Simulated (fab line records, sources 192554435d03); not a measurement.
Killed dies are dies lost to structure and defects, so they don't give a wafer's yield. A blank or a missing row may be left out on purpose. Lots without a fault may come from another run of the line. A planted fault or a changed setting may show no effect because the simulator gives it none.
A struck lot beside a sound one | flow n5_finfet | 15 steps out of a route of 1938
Sound: wafers L524.2, L524.4, L524.6. Struck: wafers L530.2, L530.4, L530.6. The cause comes at the end.
At each step with rows: each side's tool, then ch and its chambers, then its first start. Under that, the readings that differ: sound wafers | struck wafers | difference of the means | sigmas: that difference in standard deviations of wafers without a fault.
alike: readings whose means differ by less than 2 such deviations, and words and numbers that are the same on both sides. not compared: withheld readings, readings that some wafer has no value for, bounds like >300 that may hide the same value, and numbers for which the record gives no deviation and whose values overlap.
The two part at a step that has a row with sigmas, a row that says differs or no value, or rows on one side only. Numbers that don't overlap but have no deviation are shown without sigmas and don't part them. A reading that every wafer of one side lacks parts them only if that side has two wafers or more.

first, 8 steps without rows for these wafers: N5_HKMG_FIN_COAT_41 (time 60 s, resist thk 300 nm); N5_HKMG_FIN_COAT_42 (time 60 s, resist thk 35 nm); N5_HKMG_FIN_COAT_43 (resist thk 90 nm); N5_HKMG_FIN_EBR_45; N5_HKMG_FIN_SOFTBAKE_44 (time 60 s); N5_HKMG_FIN_EXPOSE_46 (exposes mask NDIPOLE); N5_HKMG_FIN_PEB_47 (peb time 60 s); N5_HKMG_FIN_DEVELOP_48 (develop time 30 s).
N5_HKMG_FIN_CD_MEAS_49: target cd 202 nm.
  sound on cd_sem-03 ch 0, day 5 14:29; struck on cd_sem-03 ch 0, day 7 06:26
  alike: cd_nm
N5_HKMG_FIN_OVL_MEAS_50:
  sound on overlay-02 ch 0, day 5 14:31; struck on overlay-01 ch 0, day 7 06:28
  alike: NDIPOLE_OVL
N5_HKMG_FIN_INSPECT_61: inspects for defects (macro).
  sound on defect_inspect-01, day 5 14:32; struck on defect_inspect-02, day 7 06:30
  alike: raw_defect_count
N5_HKMG_FIN_DESCUM_53: chemistry O2, time 7.9 s.
  sound on rie_diel-01 ch 1,2, day 5 14:54; struck on rie_diel-02 ch 0,1,2, day 7 06:32
  reading               | sound          | struck         | difference | sigmas
  oes_product_au (a.u.) | 0.82 0.99 0.83 | 0.78 0.72 0.78 | -0.12      | -2
  alike: drypump_motor_current_A, rf_vpp_V, showerhead_plenum_p_Torr, throttle_valve_pct
  not compared: rf_hours_counter_h
N5_HKMG_FIN_ETCH_54: etches SiARC in CF4, target depth 45.5 nm, time 75.8 s.
  sound on rie_diel-01 ch 1,2, day 5 14:56; struck on rie_diel-02 ch 0,1,2, day 7 06:34
  reading               | sound             | struck            | difference | sigmas
  bias_w (W)            | 36.05 36.06 36.10 | 34.22 34.31 34.24 | -1.81      | -18
  oes_product_au (a.u.) | 0.71 0.83 0.71    | 0.65 0.62 0.65    | -0.11      | -2
  rf_vpp_V (V)          | 184.4 183.8 184.8 | 177.8 177.1 175.5 | -7.5       | -6
  alike: drypump_motor_current_A, etch_rf_on_time_s, showerhead_plenum_p_Torr, throttle_valve_pct
  not compared: rf_hours_counter_h
N5_HKMG_FIN_ETCH_55: etches SOC in N2/H2, target depth 240 nm, time 300 s.
  sound on rie_diel-01 ch 1,2, day 5 14:59; struck on rie_diel-02 ch 0,1,2, day 7 06:37
  reading               | sound          | struck         | difference | sigmas
  oes_product_au (a.u.) | 0.83 0.99 0.83 | 0.76 0.72 0.78 | -0.13      | -2
  alike: bias_w, drypump_motor_current_A, n2_flow_sccm, rf_vpp_V, showerhead_plenum_p_Torr, throttle_valve_pct
  not compared: rf_hours_counter_h
then, 1 step without rows for these wafers: N5_PASSIVATION_PROBE_49.

WHERE THEY PART
First at N5_HKMG_FIN_DESCUM_53; last, within this record, at N5_HKMG_FIN_ETCH_55.

WHY: what the simulator had put in
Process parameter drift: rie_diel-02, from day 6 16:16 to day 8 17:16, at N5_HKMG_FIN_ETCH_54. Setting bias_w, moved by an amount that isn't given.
